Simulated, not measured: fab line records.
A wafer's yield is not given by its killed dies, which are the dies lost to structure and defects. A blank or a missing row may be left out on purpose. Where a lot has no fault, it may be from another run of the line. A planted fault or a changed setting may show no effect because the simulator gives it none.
fab line records	flow n5Finfet
record: lots: 11	wafers: 33	lastDay: 17
route steps=1938 shown BEOL_M14@1756 PASSIVATION@1936
lots that met no fault: taken from a fault-free run of the same line
startH: the number of hours between the record's first day and the start of the first shown wafer of the lot	waitH: hours since the lot's step before	" identical to the entry in the row above	L1.1+2: a single row standing in for several wafers	- no value present, or no start provided	* or withheld: withheld	< > ~ a bound
route shown NAME@n: NAME is a module with steps in the file, n the number in the route of the first one	usual: mean/standard deviation of fault-free wafers	same: alike in all rows	chamber/n: place in a boat	sites: readings site by site	_std_site: standard deviation across them	_edge_site: the outer-site mean with the inner-site mean subtracted	radiusMm: for every site, how far away it sits from the centre of the wafer	mask NAME#n: copy n	behind: the last tool/chamber to shape the wafer	hold: why the lot went on hold/how many hours it stayed there/how the hold came to an end	device: whichever transistor did not switch (one of n, p or np)	end of line: the tests these same wafers got at the end of their route	step lacking rows: just its recipe	killed: count of dies lost to structure and defects at first sort (not the wafer's yield)	map: a wafer's dies, marking killed ones x, the rest . and places with no die _
set.NAME: the setting that was run; set.NAME@STEP: the one run at that earlier step	model.NAME: the simulator's own value behind a step, which no gauge read
the route's steps for a sample of lots (tables are steps, rows are wafers)
services: the hour from which a tool's chamber was out of use, counted from the record's first day as startH (under 0 if before that day), plus the number of hours and why
== steps ==
step: N5_BEOL_M14_STRIP_37
recipe: chemistry: O2	powerW: 600	tempC: 60	pressureMtorr: 30	rfFrequencyHz: 6e+07	biasPowerW: 0	overashFraction: 0.3	o2FlowSccm: 225
usual: drypumpMotorCurrentA: 5.9/0.4	oesProductAu: 0.83/0.078	rfVppV: 3.8/1	showerheadPlenumPTorr: 2.12/0.087	throttleValvePct: 16.62/0.24
lot.wafer	tool	chamber	startH	waitH	drypumpMotorCurrentA	oesProductAu	rfHoursCounterH	rfVppV	showerheadPlenumPTorr	throttleValvePct
L460.2	rieDiel-05	0	227.33	0.2	5.4	0.84	68	4.5	2.10	16.08
L460.4	"	1	"	"	5.8	0.88	37	4.2	2.05	16.65
L460.5	"	0	"	"	5.4	0.83	-	3.9	2.10	16.04
L463.1	rieDiel-04	1	267.49	4.1	6.4	0.82	68	4.9	2.23	16.92
L463.5	"	0	"	"	5.7	0.89	-	2.3	2.04	16.71
L463.6	"	1	"	"	6.4	0.82	-	2.7	2.23	16.87
L462.1	rieDiel-05	2	267.96	3.3	5.2	0.76	145	3.9	2.02	16.44
L462.2	"	3	"	"	5.7	0.68	230	3.7	2.15	16.87
L462.4	"	3	"	"	5.6	0.67	-	5.4	2.15	16.88
L465.2	rieDiel-05	2	285.36	0.0	5.2	0.76	153	4.7	2.02	16.41
L465.3	"	1	"	"	5.8	0.85	54	3.2	2.05	16.67
L465.6	"	1	"	"	5.8	0.85	-	4.0	2.05	16.68
L466.1	rieDiel-03	3	286.70	0.1	6.3	0.68	263	3.9	2.06	16.89
L466.3	"	0	"	"	5.8	0.82	74	4.0	2.03	16.66
L466.6	"	1	"	"	5.1	0.97	-	4.8	2.08	16.47
L468.3	rieDiel-04	2	292.24	0.4	5.9	0.91	33	2.6	2.25	16.35
L468.4	"	0	"	"	5.6	0.88	49	5.2	2.04	16.74
L468.6	"	1	"	"	6.4	0.84	-	3.5	2.22	16.90
L469.1	rieDiel-03	1	293.35	0.0	5.2	0.94	5	3.5	2.08	16.46
L469.5	"	1	"	"	5.2	0.94	-	4.4	2.08	16.45
L469.6	"	2	"	"	6.6	0.82	-	5.0	2.03	16.54
L470.1	rieDiel-04	2	321.82	0.2	5.9	0.90	44	3.4	2.25	16.38
L470.4	"	1	"	"	6.4	0.80	89	4.3	2.22	16.91
L470.6	"	0	"	"	5.7	0.86	-	5.3	2.03	16.74
L473.1	rieDiel-05	3	328.20	3.0	5.7	0.67	255	5.2	2.14	16.97
L473.2	"	0	"	"	5.5	0.78	103	4.5	2.09	16.11
L473.4	"	2	"	"	5.2	0.73	165	5.3	2.01	16.44
L475.1	rieDiel-05	2	331.50	0.8	5.2	0.74	166	3.0	2.01	16.46
L475.4	"	3	"	"	5.7	0.67	256	6.4	2.14	16.93
L475.6	"	0	"	"	5.4	0.78	-	2.1	2.09	16.12
L480.1	rieDiel-04	2	375.16	0.9	5.9	0.87	61	1.8	2.24	16.41
L480.3	"	1	"	"	6.4	0.78	105	5.0	2.21	16.93
L480.6	"	0	"	"	5.6	0.83	-	3.7	2.03	16.78
step: N5_BEOL_M14_SPUTTER_45
recipe: material: Cu	targetThkA: 1000	tempC: -20	biasV: 60	powerW: 26000	chamberPressurePa: 0.13	timeS: 16.67
usual: cathodeDcPowerW: 26000/5	throttleValvePct: 29.9/1.2
lot.wafer	tool	chamber	startH	waitH	cathodeDcPowerW	throttleValvePct
L460.2	pvdSputter-02	-	228.08	0.0	26005	28.8
L460.4	"	-	"	"	25999	30.6
L460.5	"	-	"	"	25998	30.9
L463.1	pvdSputter-01	-	268.17	0.0	25997	30.1
L463.5	"	-	"	"	25999	30.2
L463.6	"	-	"	"	26010	28.0
L462.1	pvdSputter-01	-	269.05	0.0	26012	30.0
L462.2	"	-	"	"	26005	31.6
L462.4	"	-	"	"	26002	28.0
L465.2	pvdSputter-02	-	286.10	0.0	26000	28.6
L465.3	"	-	"	"	25995	29.0
L465.6	"	-	"	"	26003	28.9
L466.1	pvdSputter-03	-	287.29	0.0	26004	29.6
L466.3	"	-	"	"	25998	31.9
L466.6	"	-	"	"	25996	29.8
L468.3	pvdSputter-02	-	293.22	0.0	25998	30.7
L468.4	"	-	"	"	25999	30.5
L468.6	"	-	"	"	26006	28.7
L469.1	pvdSputter-01	-	294.03	0.0	25994	27.7
L469.5	"	-	"	"	26004	30.4
L469.6	"	-	"	"	26000	30.1
L470.1	pvdSputter-02	-	322.90	0.0	25990	29.1
L470.4	"	-	"	"	23898	28.8
L470.6	"	-	"	"	26000	30.6
L473.1	pvdSputter-01	-	328.97	0.0	25996	31.9
L473.2	"	-	"	"	25999	30.0
L473.4	"	-	"	"	26002	28.0
L475.1	pvdSputter-01	-	332.27	0.0	25997	30.1
L475.4	"	-	"	"	26012	31.6
L475.6	"	-	"	"	26001	30.4
L480.1	pvdSputter-03	-	375.95	0.0	25999	29.8
L480.3	"	-	"	"	26006	30.1
L480.6	"	-	"	"	25997	29.6
step: N5_BEOL_M14_ANNEAL_48
recipe: tempC: 225	timeS: 90	ambient: N2
usual: wafer_temp_C_max: 225.63/0.22
lot.wafer	tool	chamber	startH	waitH	wafer_temp_C_max
L460.2	rtpAnneal-01	0	228.55	0.3	226.05
L460.4	"	0	"	"	225.81
L460.5	"	0	"	"	225.94
L463.1	rtpAnneal-01	0	268.51	0.1	225.62
L463.5	"	0	"	"	225.61
L463.6	"	0	"	"	225.68
L462.1	rtpAnneal-01	0	269.95	0.7	225.88
L462.2	"	0	"	"	225.65
L462.4	"	0	"	"	225.52
L465.2	rtpAnneal-02	0	286.45	0.2	225.78
L465.3	"	0	"	"	225.91
L465.6	"	0	"	"	225.73
L466.1	rtpAnneal-02	0	287.60	0.1	225.57
L466.3	"	0	"	"	226.05
L466.6	"	0	"	"	225.59
L468.3	rtpAnneal-01	0	293.62	0.2	225.58
L468.4	"	0	"	"	225.49
L468.6	"	0	"	"	225.60
L469.1	rtpAnneal-02	0	294.48	0.2	226.03
L469.5	"	0	"	"	225.74
L469.6	"	0	"	"	225.75
L470.1	rtpAnneal-02	0	323.20	0.1	226.02
L470.4	"	0	"	"	225.98
L470.6	"	0	"	"	225.55
L473.1	rtpAnneal-01	0	330.49	1.3	225.76
L473.2	"	0	"	"	225.66
L473.4	"	0	"	"	225.50
L475.1	rtpAnneal-01	0	332.60	0.2	225.59
L475.4	"	0	"	"	225.42
L475.6	"	0	"	"	225.35
L480.1	rtpAnneal-01	0	376.25	0.1	225.59
L480.3	"	0	"	"	225.14
L480.6	"	0	"	"	225.32
step: N5_BEOL_M14_DEP_53
recipe: material: SiCN	targetThkA: 500	tempC: withheld	precursor: 3MS/NH3	pressureTorr: 3	rfW: 675	timeS: 17.8
usual: rfFwdPowerW: 667/3.4	showerheadPlenumPTorr: 4.156/0.024	throttleValvePct: 18.2/0.95
lot.wafer	tool	chamber	startH	waitH	rfFwdPowerW	showerheadPlenumPTorr	throttleValvePct
L460.2	pecvd-01	0	229.17	0.0	670	4.183	18.7
L460.4	"	1	"	"	663	4.106	16.9
L460.5	"	1	"	"	662	4.112	16.9
L463.1	pecvd-01	0	269.16	0.0	671	4.177	18.8
L463.5	"	2	"	"	669	4.180	17.6
L463.6	"	0	"	"	670	4.188	18.3
L462.1	pecvd-02	1	270.62	0.0	667	4.170	19.1
L462.2	"	2	"	"	671	4.157	18.1
L462.4	"	1	"	"	668	4.165	19.2
L465.2	pecvd-01	0	287.06	0.0	669	4.180	18.7
L465.3	"	2	"	"	666	4.175	17.3
L465.6	"	2	"	"	670	4.162	17.6
L466.1	pecvd-04	2	288.25	0.0	667	4.164	17.8
L466.3	"	0	"	"	667	4.143	19.2
L466.6	"	2	"	"	670	4.159	17.7
L468.3	pecvd-02	2	294.18	0.0	667	4.161	18.4
L468.4	"	2	"	"	671	4.159	18.2
L468.6	"	0	"	"	667	4.165	19.1
L469.1	pecvd-02	0	295.13	0.0	663	4.162	19.0
L469.5	"	2	"	"	671	4.161	18.0
L469.6	"	0	"	"	666	4.169	19.1
L470.1	pecvd-01	1	323.86	0.0	661	4.110	16.7
L470.4	"	1	"	"	662	4.105	16.7
L470.6	"	2	"	"	674	4.158	17.7
L473.1	pecvd-02	2	331.15	0.0	670	4.152	18.4
L473.2	"	0	"	"	663	4.158	19.0
L473.4	"	0	"	"	664	4.158	18.8
L475.1	pecvd-01	0	333.25	0.0	671	4.180	18.9
L475.4	"	2	"	"	671	4.173	17.6
L475.6	"	0	"	"	669	4.182	19.0
L480.1	pecvd-01	2	376.91	0.0	675	4.174	17.6
L480.3	"	0	"	"	670	4.189	19.0
L480.6	"	0	"	"	670	4.185	18.8
step: N5_PASSIVATION_PROBE_49
usual: defectLimitedYield: 91.4/1.6	killed_at_M0_to_M3: 34/10	killed_at_M4_up: 12/4.8	killedAtContacts: 11/6.2	killedAtFrontEnd: 39/13	killedAtOther: 4/3.1	killedDies: 101/19	killedOpen: 67/14	killedShort: 32/8.3	sort_bin_5_function: 5.0/1	sort_bin_6_memory: 3.2/0.76	sort_bin_8_speed: 0.00/0.026	sortNPass: 1079/19
same: grossDies: 1180	killedAtBackSide: 0	sort_bin_4_leakage[%]: 0
lot.wafer	tool	chamber	startH	waitH	defectLimitedYield[%]	killed_at_M0_to_M3	killed_at_M4_up	killedAtContacts	killedAtFrontEnd	killedAtOther	killedDies	killedOpen	killedShort	sort_bin_5_function[%]	sort_bin_6_memory[%]	sort_bin_8_speed[%]	sortNPass
L465.2	prober-02	-	305.33	0.1	89.9	35	11	11	57	5	119	84	33	5.3	4.3	0	1061
L465.3	prober-02	-	305.38	0.1	87.8	37	13	23	67	4	144	102	38	6.5	5.3	0	1036
L465.6	prober-02	-	305.53	0.3	88.8	28	9	12	82	1	132	99	32	6.6	4.5	0	1048
L469.1	prober-01	-	319.20	0.0	93.3	12	12	16	30	9	79	57	20	4.0	2.5	0	1101
L469.5	prober-01	-	319.40	0.2	94.2	25	8	15	19	1	68	40	26	3.6	1.9	0	1112
L469.6	prober-01	-	319.45	0.3	91.6	33	15	3	38	10	99	65	33	4.4	3.7	0	1081
L470.1	prober-01	-	347.33	0.0	91.2	34	16	16	33	5	104	73	30	5.3	3.3	0	1076
L470.4	prober-01	-	347.48	0.2	90.0	40	19	18	35	6	118	78	34	5.6	4.1	0	1062
L470.6	prober-01	-	347.58	0.3	89.2	46	7	19	47	8	127	90	36	6.4	4.1	0	1053
L473.1	prober-02	-	348.04	0.0	89.7	53	6	17	43	3	122	84	36	6.0	3.8	0	1058
L473.2	prober-02	-	348.09	0.1	91.3	31	4	21	46	1	103	74	26	4.9	3.6	0	1077
L473.4	prober-02	-	348.19	0.2	91.1	28	9	19	47	2	105	73	32	5.8	2.5	0	1075
L475.1	prober-02	-	352.34	0.0	91.8	24	12	22	36	3	97	67	28	5.3	2.8	0	1083
L475.4	prober-02	-	352.49	0.2	93.1	20	8	7	43	4	82	48	28	4.1	2.2	0	1098
L475.6	prober-02	-	352.59	0.3	92.7	36	17	15	15	3	86	56	30	4.0	3.1	0	1094
killed by level:class
L465.2 STI_FIN_REVEAL:geometricParticle:open=29 BEOL_M0_SAQP:geometricParticle:short=12 MOL_CONTACT_COAG:geometricParticle:open=9 BEOL_M0_SAQP:geometricParticle:open=9 STI_FIN_REVEAL:geometricParticle:short=7 BEOL_M1:geometricParticle:open=7 FIN_SAQP:geometricParticle:open=6 FIN_SAQP:geometricParticle:short=4
L465.3 STI_FIN_REVEAL:geometricParticle:open=21 MOL_CONTACT_COAG:geometricParticle:open=18 FIN_SAQP:geometricParticle:open=14 FIN_SAQP:geometricParticle:short=11 BEOL_M1:geometricParticle:open=10 BEOL_M0_SAQP:geometricParticle:short=9 BEOL_M0_SAQP:geometricParticle:open=8 BEOL_M4:geometricParticle:open=7
L465.6 STI_FIN_REVEAL:geometricParticle:open=48 MOL_CONTACT_COAG:geometricParticle:open=9 FIN_SAQP:geometricParticle:open=8 FIN_SAQP:geometricParticle:short=7 BEOL_M0_SAQP:geometricParticle:short=7 STI_FIN_REVEAL:geometricParticle:short=5 BEOL_M2:geometricParticle:open=5 BEOL_M0_SAQP:geometricParticle:open=5
L469.1 MOL_CONTACT_COAG:geometricParticle:open=14 STI_FIN_REVEAL:geometricParticle:open=10 BEOL_M4:geometricParticle:open=6 STARTING-WAFER:geometricParticle:open=5 BEOL_M0_SAQP:geometricParticle:open=4 BEOL_M0:geometricParticle:open=4 STARTING-WAFER:geometricParticle:short=4 FIN_SAQP:geometricParticle:short=3
L469.5 MOL_CONTACT_COAG:geometricParticle:open=12 GATE_CUT:geometricParticle:short=5 BEOL_M0_SAQP:geometricParticle:open=4 BEOL_M0_SAQP:geometricParticle:short=4 BEOL_M0:geometricParticle:open=4 BEOL_M2:geometricParticle:open=4 BEOL_M4:geometricParticle:open=4 MOL_CONTACT_COAG:geometricParticle:short=3
L469.6 STI_FIN_REVEAL:geometricParticle:open=15 BEOL_M2:geometricParticle:open=10 BEOL_M2:geometricParticle:short=7 DUMMY_GATE:geometricParticle:open=4 GATE_CUT:geometricParticle:short=4 BEOL_M0_SAQP:geometricParticle:open=4 BEOL_M3:geometricParticle:open=4 BEOL_M5:geometricParticle:open=4
L470.1 STI_FIN_REVEAL:geometricParticle:open=12 MOL_CONTACT_COAG:geometricParticle:open=12 BEOL_M0_SAQP:geometricParticle:open=10 BEOL_M0_SAQP:geometricParticle:short=6 GATE_CUT:geometricParticle:short=5 BEOL_M2:geometricParticle:open=5 MOL_CONTACT_COAG:geometricParticle:short=4 BEOL_M3:geometricParticle:open=4
L470.4 MOL_CONTACT_COAG:geometricParticle:open=16 STI_FIN_REVEAL:geometricParticle:open=10 BEOL_M0_SAQP:geometricParticle:short=9 BEOL_M4:geometricParticle:open=8 BEOL_M1:geometricParticle:open=7 BEOL_M2:geometricParticle:open=7 FIN_SAQP:geometricParticle:short=6 BEOL_M1:geometricParticle:short=6
L470.6 STI_FIN_REVEAL:geometricParticle:open=24 MOL_CONTACT_COAG:geometricParticle:open=18 BEOL_M3:geometricParticle:open=10 STI_FIN_REVEAL:geometricParticle:short=9 BEOL_M1:geometricParticle:open=9 BEOL_M0_SAQP:geometricParticle:short=5 BEOL_M1:geometricParticle:short=5 BEOL_M2:geometricParticle:open=5
L473.1 MOL_CONTACT_COAG:geometricParticle:open=14 BEOL_M0_SAQP:geometricParticle:open=13 BEOL_M0_SAQP:geometricParticle:short=12 FIN_SAQP:geometricParticle:open=11 STI_FIN_REVEAL:geometricParticle:open=11 BEOL_M3:geometricParticle:open=10 FIN_SAQP:geometricParticle:short=7 BEOL_M2:geometricParticle:open=6
L473.2 FIN_SAQP:geometricParticle:open=19 MOL_CONTACT_COAG:geometricParticle:open=17 BEOL_M3:geometricParticle:open=15 BEOL_M0_SAQP:geometricParticle:short=6 FIN_SAQP:geometricParticle:short=6 STI_FIN_REVEAL:geometricParticle:open=5 DUMMY_GATE:geometricParticle:open=4 MOL_CONTACT_COAG:geometricParticle:short=4
L473.4 MOL_CONTACT_COAG:geometricParticle:open=19 STI_FIN_REVEAL:geometricParticle:open=14 FIN_SAQP:geometricParticle:open=10 BEOL_M0_SAQP:geometricParticle:short=8 FIN_SAQP:geometricParticle:short=7 BEOL_M3:geometricParticle:open=7 BEOL_M2:geometricParticle:open=4 STI_FIN_REVEAL:geometricParticle:short=4
L475.1 MOL_CONTACT_COAG:geometricParticle:open=21 FIN_SAQP:geometricParticle:open=7 GATE_CUT:geometricParticle:short=6 FIN_SAQP:geometricParticle:short=4 DUMMY_GATE:geometricParticle:open=4 BEOL_M0_SAQP:geometricParticle:open=4 BEOL_M2:geometricParticle:open=4 BEOL_M3:geometricParticle:open=4
L475.4 STI_FIN_REVEAL:geometricParticle:open=8 MOL_CONTACT_COAG:geometricParticle:open=6 BEOL_M3:geometricParticle:open=6 BEOL_M2:geometricParticle:open=5 HKMG_FIN:areaEtch=5 FIN_SAQP:geometricParticle:short=4 FIN_SAQP:geometricParticle:open=4 STI_FIN_REVEAL:geometricParticle:short=4
L475.6 MOL_CONTACT_COAG:geometricParticle:open=10 BEOL_M2:geometricParticle:open=10 BEOL_M1:geometricParticle:open=6 MOL_CONTACT_COAG:geometricParticle:short=5 BEOL_M0_SAQP:geometricParticle:short=5 BEOL_M1:geometricParticle:short=5 BEOL_M4:geometricParticle:open=4 BEOL_M0_SAQP:geometricParticle:open=3
== services ==
tool	chamber	startH	hours	kind
pecvd-01	2	227.31	2.1	scheduledDown
pecvd-02	-	243.66	2.5	repair
pecvd-02	-	250.95	1.2	repair
pecvd-01	0	254.55	5.5	scheduledDown
pecvd-04	1	262.03	9.9	repair
rieDiel-05	1	269.99	15.2	repair
pecvd-02	1	281.80	12.0	repair
rieDiel-03	3	293.99	9.0	repair
rieDiel-04	3	294.36	5.3	repair
rieDiel-05	-	294.65	0.6	repair
rieDiel-05	2	295.50	9.8	repair
pecvd-01	1	297.36	2.1	scheduledDown
pecvd-02	-	304.43	2.8	pm
pecvd-04	-	306.98	1.1	repair
rieDiel-03	2	317.61	2.5	repair
rieDiel-05	0	326.20	1.9	repair
rieDiel-05	3	332.91	4.5	repair
rieDiel-05	3	350.53	1.5	repair
rieDiel-05	0	352.21	22.3	repair
pecvd-01	-	354.14	0.5	repair
pvdSputter-01	-	363.54	2.5	repair
rieDiel-05	3	374.56	-	clean
rieDiel-05	3	374.56	-	consumableReplace:focusRing
rieDiel-05	3	374.56	18.7	scheduledDown
== key ==
firstSign: step: N5_BEOL_M14_SPUTTER_45	reading: cathodeDcPowerW	direction: down	sigmas: 99+	usual: *	struck: *
effect none on later readings
metAt N5_BEOL_M14_SPUTTER_45
struckLots L470
struckWafers L470.4
notActingAt N5_BEOL_M14_STRIP_37,N5_BEOL_M14_ANNEAL_48,N5_BEOL_M14_DEP_53
onsetBetween 293.22 322.90
fault: kind: processParameterDrift	tool: pvdSputter-02	chamber: -	onsetH: 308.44	steps: N5_BEOL_M14_SPUTTER_45	channel: powerW	offset: *	shape: step	endH: 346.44	actsIn: *	stated: *	scope: struckWafersOnly
